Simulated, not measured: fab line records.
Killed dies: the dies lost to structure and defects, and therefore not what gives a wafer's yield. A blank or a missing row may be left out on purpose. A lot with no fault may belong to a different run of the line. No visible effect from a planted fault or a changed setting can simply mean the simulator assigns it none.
Which of the tools did it? | flow n5Finfet | Sampling: 24 lots, 72 wafers, 6 of 1938 route steps

## WHAT EACH GAUGE READ, for each wafer
N5_BEOL_M10_CD_MEAS_28: target cd 70 nm. Usual: cdNm at 69.9 nm, with a standard deviation of 1.2.
lot  | measured     | on       | cdNm (nm)      | flag
L075 | day 10 04:37 | cdSem-03 | 70.5 69.3 69.3 | 
L074 | day 10 04:47 | cdSem-01 | 70.5 72.0 71.9 | 
L076 | day 10 18:10 | cdSem-03 | 70.2 70.8 69.9 | 
L078 | day 10 18:20 | cdSem-01 | 70.3 71.4 70.3 | 
L077 | day 11 00:59 | cdSem-02 | 70.2 70.8 69.2 | 
L080 | day 11 04:57 | cdSem-02 | 70.8 69.9 68.8 | 
L079 | day 11 05:07 | cdSem-02 | 68.5 68.9 69.9 | 
L081 | day 11 07:41 | cdSem-02 | 69.4 69.1 70.0 | 
L082 | day 12 04:31 | cdSem-03 | 70.0 69.4 67.8 | 
L083 | day 12 04:41 | cdSem-01 | 71.1 68.5 68.8 | 
L084 | day 12 04:51 | cdSem-01 | 70.5 68.4 71.1 | 
L085 | day 12 10:16 | cdSem-01 | 69.0 70.0 69.4 | 
L086 | day 12 10:45 | cdSem-03 | 68.9 70.1 68.7 | 
L089 | day 13 06:22 | cdSem-01 | 70.6 70.4 70.1 | 
L087 | day 13 06:32 | cdSem-01 | 68.2 68.6 67.2 | 
L088 | day 13 17:08 | cdSem-02 | 68.5 69.2 69.8 | 
L090 | day 14 00:28 | cdSem-03 | 70.9 69.8 70.3 | 
L091 | day 14 00:38 | cdSem-03 | 71.1 69.1 70.1 | 
L093 | day 14 13:34 | cdSem-01 | 69.7 69.4 69.8 | 
L092 | day 14 17:11 | cdSem-03 | 70.3 68.9 69.9 | 
L095 | day 14 23:14 | cdSem-03 | 72.0 69.9 72.4 | 
L094 | day 15 03:31 | cdSem-02 | 69.2 71.3 70.4 | 
L096 | day 15 09:26 | cdSem-02 | 73.6 71.0 71.1 | 
L097 | day 15 22:31 | cdSem-02 | 67.8 67.8 67.1 | 

N5_BEOL_M10_OVL_MEAS_29. Usual: V9_OVL gives -0.1 nm (standard deviation 0.74).
lot  | measured     | on         | V9_OVL (nm)    | flag
L075 | day 10 04:39 | overlay-02 | -0.4 -0.5 0.1  | 
L074 | day 10 04:49 | overlay-02 | 0.0 -0.6 -0.5  | 
L076 | day 10 18:12 | overlay-02 | -1.3 -1.8 -1.2 | 
L078 | day 10 18:22 | overlay-02 | -0.9 -0.2 -1.0 | 
L077 | day 11 01:01 | overlay-01 | 0.0 -1.3 0.4   | 
L080 | day 11 04:59 | overlay-01 | 0.9 -0.4 0.2   | 
L079 | day 11 05:09 | overlay-01 | -0.2 0.1 -1.0  | 
L081 | day 11 07:43 | overlay-01 | -0.2 0.9 -0.2  | 
L082 | day 12 04:32 | overlay-01 | -0.9 -2.0 -2.0 | 
L083 | day 12 04:43 | overlay-02 | -0.1 1.4 0.2   | 
L084 | day 12 04:53 | overlay-01 | 0.2 0.4 0.2    | 
L085 | day 12 10:18 | overlay-01 | -0.1 0.0 -0.2  | 
L086 | day 12 10:47 | overlay-01 | 0.5 0.1 -0.6   | 
L089 | day 13 06:23 | overlay-02 | -0.2 0.1 -0.7  | 
L087 | day 13 06:34 | overlay-02 | 0.5 0.9 0.6    | 
L088 | day 13 17:10 | overlay-01 | 0.2 0.0 0.5    | 
L090 | day 14 00:29 | overlay-01 | 1.0 0.9 0.0    | 
L091 | day 14 00:40 | overlay-01 | 1.1 -0.3 0.2   | 
L093 | day 14 13:35 | overlay-02 | 0.1 -1.0 -0.2  | 
L092 | day 14 17:13 | overlay-01 | 0.2 0.2 -0.6   | 
L095 | day 14 23:16 | overlay-02 | -0.8 -0.6 -0.7 | 
L094 | day 15 03:32 | overlay-02 | 0.2 0.4 0.5    | 
L096 | day 15 09:28 | overlay-01 | 0.6 -0.5 -0.3  | 
L097 | day 15 22:33 | overlay-01 | -0.1 1.2 0.7   | 

N5_BEOL_M12_CD_MEAS_28: target cd 160.2 nm. Usual: cdNm at 161.0 nm, with a standard deviation of 2.3.
lot  | measured     | on       | cdNm (nm)         | flag
L075 | day 10 18:50 | cdSem-03 | 162.3 161.4 161.0 | 
L074 | day 10 20:31 | cdSem-01 | 157.8 161.5 160.9 | 
L076 | day 11 06:28 | cdSem-02 | 163.1 162.5 161.8 | 
L078 | day 11 09:45 | cdSem-03 | 162.8 159.8 162.4 | 
L077 | day 11 13:05 | cdSem-01 | 165.2 161.1 159.3 | 
L080 | day 11 17:11 | cdSem-01 | 157.9 159.6 158.5 | 
L079 | day 11 19:58 | cdSem-02 | 163.0 161.6 158.8 | 
L081 | day 11 21:36 | cdSem-03 | 158.3 163.0 161.0 | 
L082 | day 12 15:25 | cdSem-01 | 157.7 161.1 158.4 | 
L083 | day 12 15:22 | cdSem-03 | 160.3 161.2 157.6 | 
L084 | day 12 17:31 | cdSem-02 | 159.6 163.1 159.7 | 
L085 | day 12 21:02 | cdSem-02 | 163.3 165.6 161.9 | 
L086 | day 13 01:14 | cdSem-01 | 160.9 163.2 163.5 | 
L089 | day 13 20:43 | cdSem-01 | 162.7 160.1 162.3 | 
L087 | day 13 21:59 | cdSem-01 | 162.6 164.5 158.9 | 
L088 | day 14 05:16 | cdSem-03 | 159.3 162.7 159.9 | 
L090 | day 14 14:40 | cdSem-03 | 160.9 156.0 154.1 | 
L091 | day 14 14:56 | cdSem-02 | 163.2 163.7 161.8 | 
L093 | day 15 02:28 | cdSem-03 | 160.6 163.5 162.3 | 
L092 | day 15 05:17 | cdSem-03 | 166.0 162.0 159.7 | 
L095 | day 15 11:41 | cdSem-03 | 162.5 162.5 165.7 | 
L094 | day 15 14:59 | cdSem-03 | 161.6 164.3 160.1 | 
L096 | day 15 21:55 | cdSem-01 | 161.1 160.4 163.6 | 
L097 | day 16 14:06 | cdSem-02 | 160.7 159.9 162.6 | 

N5_BEOL_M12_OVL_MEAS_29. Usual: M12_OVL gives 1 nm (standard deviation 5.9).
lot  | measured     | on         | M12_OVL (nm) | flag
L075 | day 10 18:52 | overlay-02 | 6 7 2        | 
L074 | day 10 20:33 | overlay-01 | 1 -1 2       | 
L076 | day 11 06:30 | overlay-02 | -1 7 1       | 
L078 | day 11 09:47 | overlay-02 | 2 -3 -3      | 
L077 | day 11 13:07 | overlay-01 | -8 8 2       | 
L080 | day 11 17:13 | overlay-02 | 4 3 11       | 
L079 | day 11 20:00 | overlay-01 | -2 -1 5      | 
L081 | day 11 21:38 | overlay-02 | -5 -11 -11   | 
L082 | day 12 15:26 | overlay-02 | -1 -4 -2     | 
L083 | day 12 15:24 | overlay-01 | -3 -3 4      | 
L084 | day 12 17:33 | overlay-02 | 12 6 12      | 
L085 | day 12 21:04 | overlay-01 | 12 7 13      | 
L086 | day 13 01:16 | overlay-01 | -6 -8 -6     | 
L089 | day 13 20:44 | overlay-02 | 1 1 6        | 
L087 | day 13 22:01 | overlay-01 | -10 -8 -9    | 
L088 | day 14 05:17 | overlay-02 | -4 0 -2      | 
L090 | day 14 14:41 | overlay-01 | 5 13 10      | 
L091 | day 14 14:58 | overlay-02 | 0 -14 0      | 
L093 | day 15 02:30 | overlay-02 | 4 7 -1       | 
L092 | day 15 05:19 | overlay-01 | 10 4 3       | 
L095 | day 15 11:43 | overlay-02 | -5 0 0       | 
L094 | day 15 15:01 | overlay-01 | -1 8 2       | 
L096 | day 15 21:56 | overlay-02 | -3 4 0       | 
L097 | day 16 14:08 | overlay-02 | -3 8 4       | 

## WHAT TOOL EACH LOT RAN ON (gives the tool, then ch and the chambers of the sampled wafers, and finally the start)
lot  | N5_BEOL_M11_TRENCH_ETCH_37                   | N5_BEOL_M11_CMP_52
L075 | rieDiel-02 ch 1,2,3, day 10 17:03 or earlier | cmp-01 ch 0,1, day 10 17:03
L074 | rieDiel-02 ch 1,2,3, day 10 17:49 or earlier | cmp-01 ch 0,1,3, day 10 17:49
L076 | rieDiel-02 ch 0,2, day 11 04:21 or earlier   | cmp-03 ch 0,2, day 11 04:21
L078 | rieDiel-03 ch 1,2, day 11 07:27 or earlier   | cmp-03 ch 0,1,2, day 11 07:27
L077 | rieDiel-06 ch 0,1, day 11 10:55 or earlier   | cmp-04 ch 2,3, day 11 10:55
L080 | rieDiel-03 ch 1,2,3, day 11 15:07 or earlier | cmp-03 ch 0,1,2, day 11 15:07
L079 | rieDiel-02 ch 0,3, day 11 17:40 or earlier   | cmp-03 ch 1,2,3, day 11 17:40
L081 | rieDiel-06 ch 1,2,3, day 11 19:20 or earlier | cmp-03 ch 0,1, day 11 19:20
L082 | rieDiel-06 ch 1,3, day 12 13:19 or earlier   | cmp-03 ch 0,2,3, day 12 13:19
L083 | rieDiel-02 ch 1,3, day 12 12:54 or earlier   | cmp-01 ch 0,3, day 12 12:54
L084 | rieDiel-03 ch 1,2,3, day 12 15:31 or earlier | cmp-03 ch 0,1, day 12 15:31
L085 | rieDiel-02 ch 1,2, day 12 19:12 or earlier   | cmp-04 ch 0,1,3, day 12 19:12
L086 | rieDiel-03 ch 0,2,3, day 12 23:10 or earlier | cmp-03 ch 1,2, day 12 23:10
L089 | rieDiel-06 ch 1,2, day 13 18:37 or earlier   | cmp-04 ch 0,1,3, day 13 18:37
L087 | rieDiel-03 ch 2,3, day 13 20:04 or earlier   | cmp-03 ch 1,2,3, day 13 20:04
L088 | rieDiel-06 ch 0,1, day 14 03:23 or earlier   | cmp-04 ch 0,2,3, day 14 03:23
L090 | rieDiel-03 ch 0,1,2, day 14 12:40 or earlier | cmp-04 ch 1,2,3, day 14 12:40
L091 | rieDiel-02 ch 1,2,3, day 14 12:51 or earlier | cmp-03 ch 0,2,3, day 14 12:51
L093 | rieDiel-02 ch 1,2,3, day 15 00:23 or earlier | cmp-03 ch 1,2,3, day 15 00:23
L092 | rieDiel-06 ch 1,2,3, day 15 03:13 or earlier | cmp-01 ch 0,2,3, day 15 03:13
L095 | rieDiel-02 ch 0,1,3, day 15 09:38 or earlier | cmp-01 ch 2,3, day 15 09:38
L094 | rieDiel-03 ch 0,2,3, day 15 12:59 or earlier | cmp-01 ch 0,1,2, day 15 12:59
L096 | rieDiel-03 ch 0,1,3, day 15 20:00 or earlier | cmp-04 ch 0,3, day 15 20:00
L097 | rieDiel-03 ch 2, day 16 11:52 or earlier     | cmp-04 ch 0,2, day 16 11:52
- N5_BEOL_M11_TRENCH_ETCH_37: etches SiCOH lowk in C4F6/O2, target depth 148.83 nm, time 48 s.
- N5_BEOL_M11_CMP_52: polishes, stops on SiCOH lowk, t overpolish 7 s, target thk 140 nm.

## WHAT THE TOOLS THEMSELVES READ (means of the sampled wafers that have a number; where no wafer has one, the mark that the record gives instead)
N5_BEOL_M11_TRENCH_ETCH_37. Usual: chamberPressureMTorr 29.999 mTorr, standard deviation 0.028; drypumpMotorCurrentA 5.6 A, standard deviation 0.52; oes_ar_750_au 0.80 a.u., standard deviation 0.084; oes_f_703_au 0.80 a.u., standard deviation 0.081; oesProductAu 0.81 a.u., standard deviation 0.091; rfVppV 655 V, standard deviation 14; showerheadPlenumPTorr 2.84 Torr, standard deviation 0.13; throttleValvePct 20.96 %, standard deviation 0.24.
lot  | tool       | chamberPressureMTorr (mTorr) | drypumpMotorCurrentA (A) | oes_ar_750_au (a.u.) | oes_f_703_au (a.u.) | oesProductAu (a.u.) | rfVppV (V) | showerheadPlenumPTorr (Torr) | throttleValvePct (%) | flag
L075 | rieDiel-02 | 30.013                       | 5.7                      | 0.80                 | 0.77                | 0.81                | 653        | 2.84                         | 21.07                | 
L074 | rieDiel-02 | 29.957                       | 5.7                      | 0.80                 | 0.78                | 0.80                | 653        | 2.84                         | 21.08                | 
L076 | rieDiel-02 | 30.028                       | 5.7                      | 0.76                 | 0.75                | 0.76                | 659        | 2.68                         | 21.17                | 
L078 | rieDiel-03 | 29.974                       | 5.2                      | 0.82                 | 0.81                | 0.83                | 658        | 2.85                         | 20.94                | 
L077 | rieDiel-06 | 29.996                       | 5.7                      | 0.77                 | 0.77                | 0.76                | 656        | 2.90                         | 21.07                | 
L080 | rieDiel-03 | 29.989                       | 5.6                      | 0.78                 | 0.77                | 0.76                | 648        | 2.81                         | 20.87                | 
L079 | rieDiel-02 | 30.015                       | 5.9                      | 0.83                 | 0.79                | 0.85                | 675        | 2.85                         | 21.03                | 
L081 | rieDiel-06 | 29.998                       | 5.0                      | 0.76                 | 0.76                | 0.76                | 652        | 2.88                         | 21.03                | 
L082 | rieDiel-06 | 30.000                       | 4.9                      | 0.79                 | 0.80                | 0.78                | 651        | 2.88                         | 20.88                | 
L083 | rieDiel-02 | 29.986                       | 5.8                      | 0.89                 | 0.85                | 0.91                | 666        | 2.90                         | 20.95                | 
L084 | rieDiel-03 | 29.996                       | 5.6                      | 0.87                 | 0.86                | 0.87                | 652        | 2.92                         | 20.74                | 
L085 | rieDiel-02 | 29.984                       | 5.6                      | 0.88                 | 0.87                | 0.88                | 639        | 2.79                         | 20.99                | 
L086 | rieDiel-03 | 29.988                       | 5.9                      | 0.82                 | 0.82                | 0.82                | 654        | 2.90                         | 20.80                | 
L089 | rieDiel-06 | 30.002                       | 5.0                      | 0.88                 | 0.87                | 0.88                | 649        | 2.87                         | 20.94                | 
L087 | rieDiel-03 | 30.013                       | 5.7                      | 0.84                 | 0.84                | 0.84                | 658        | 2.84                         | 20.86                | 
L088 | rieDiel-06 | 30.010                       | 5.9                      | 0.91                 | 0.90                | 0.91                | 673        | 3.01                         | 21.01                | 
L090 | rieDiel-03 | 29.992                       | 5.4                      | 0.76                 | 0.75                | 0.75                | 653        | 2.89                         | 20.91                | 
L091 | rieDiel-02 | 30.007                       | 5.7                      | 0.84                 | 0.82                | 0.85                | 653        | 2.83                         | 20.97                | 
L093 | rieDiel-02 | 29.984                       | 5.7                      | 0.84                 | 0.82                | 0.84                | 653        | 2.83                         | 20.98                | 
L092 | rieDiel-06 | 29.991                       | 5.0                      | 0.82                 | 0.82                | 0.82                | 651        | 2.87                         | 20.93                | 
L095 | rieDiel-02 | 30.018                       | 5.8                      | 0.81                 | 0.79                | 0.81                | 662        | 2.79                         | 21.11                | 
L094 | rieDiel-03 | 29.999                       | 5.9                      | 0.79                 | 0.79                | 0.79                | 653        | 2.89                         | 20.83                | 
L096 | rieDiel-03 | 30.001                       | 5.8                      | 0.79                 | 0.79                | 0.79                | 647        | 2.97                         | 20.72                | 
L097 | rieDiel-03 | 30.005                       | 5.3                      | 0.77                 | 0.76                | 0.77                | 662        | 2.75                         | 21.09                | 

N5_BEOL_M11_CMP_52. Usual: barrierFieldEndpointS 28.5 s, standard deviation 1.1; clearingPlatenDownForcePsi 1.500 psi, standard deviation 0.0032; motorCurrentA 6.3 A, standard deviation 0.59; overpolishRunS 6.999 s, standard deviation 0.0086; timeToEndpointS 65 s, standard deviation 5.2.
lot  | tool   | barrierFieldEndpointS (s) | clearingPlatenDownForcePsi (psi) | motorCurrentA (A) | overpolishRunS (s) | timeToEndpointS (s) | flag
L075 | cmp-01 | 30.0                      | 1.501                            | 5.7               | 6.994              | 69                  | 
L074 | cmp-01 | 29.6                      | 1.499                            | 6.1               | 7.006              | 66                  | 
L076 | cmp-03 | 28.5                      | 1.497                            | 6.6               | 7.000              | 65                  | 
L078 | cmp-03 | 28.1                      | 1.500                            | 6.5               | 7.000              | 63                  | 
L077 | cmp-04 | 29.5                      | 1.502                            | 6.9               | 7.003              | 64                  | 
L080 | cmp-03 | 27.6                      | 1.499                            | 6.4               | 6.997              | 62                  | 
L079 | cmp-03 | 27.5                      | 1.497                            | 6.7               | 6.984              | 60                  | 
L081 | cmp-03 | 27.4                      | 1.503                            | 6.2               | 6.992              | 60                  | 
L082 | cmp-03 | 28.1                      | 1.501                            | 6.9               | 7.000              | 66                  | 
L083 | cmp-01 | 28.8                      | 1.502                            | 6.1               | 6.998              | 62                  | 
L084 | cmp-03 | 28.6                      | 1.502                            | 6.4               | 7.002              | 62                  | 
L085 | cmp-04 | 29.6                      | 1.499                            | 6.0               | 7.001              | 67                  | 
L086 | cmp-03 | 27.5                      | 1.503                            | 6.5               | 7.012              | 60                  | 
L089 | cmp-04 | 27.9                      | 1.500                            | 6.2               | 6.998              | 64                  | 
L087 | cmp-03 | 28.3                      | 1.496                            | 6.6               | 7.000              | 66                  | 
L088 | cmp-04 | 28.5                      | 1.501                            | 6.6               | 7.002              | 64                  | 
L090 | cmp-04 | 28.8                      | 1.503                            | 6.3               | 7.001              | 65                  | 
L091 | cmp-03 | 28.8                      | 1.501                            | 6.5               | 6.993              | 64                  | 
L093 | cmp-03 | 27.9                      | 1.499                            | 6.7               | 7.004              | 61                  | 
L092 | cmp-01 | 29.3                      | 1.502                            | 5.8               | 6.990              | 69                  | 
L095 | cmp-01 | 30.2                      | 1.499                            | 5.7               | 6.995              | 71                  | 
L094 | cmp-01 | 28.5                      | 1.498                            | 5.6               | 6.996              | 66                  | 
L096 | cmp-04 | 27.7                      | 1.496                            | 6.3               | 7.003              | 64                  | 
L097 | cmp-04 | 27.5                      | 1.502                            | 6.7               | 6.987              | 60                  | 

## THE ANSWER, worked out from the rows above alone
Rule: a lot counts as off when the mean over its wafers that have a number is more than 3 standard deviations away from the usual mean. A lot without any number at a reading at which 4 lots or more have one is off too. The other lots that the step has rows for count as sound. First the gauges in route order, then the tools' own readings, where a lot's mean is used as printed above. The first step at which some lot is off is used, and at that step the reading that is off furthest; a lot without a number counts as furthest.
Nothing can be told from this: no lot is off at any reading shown.

## WHAT HAD BEEN PUT IN BY THE SIMULATOR
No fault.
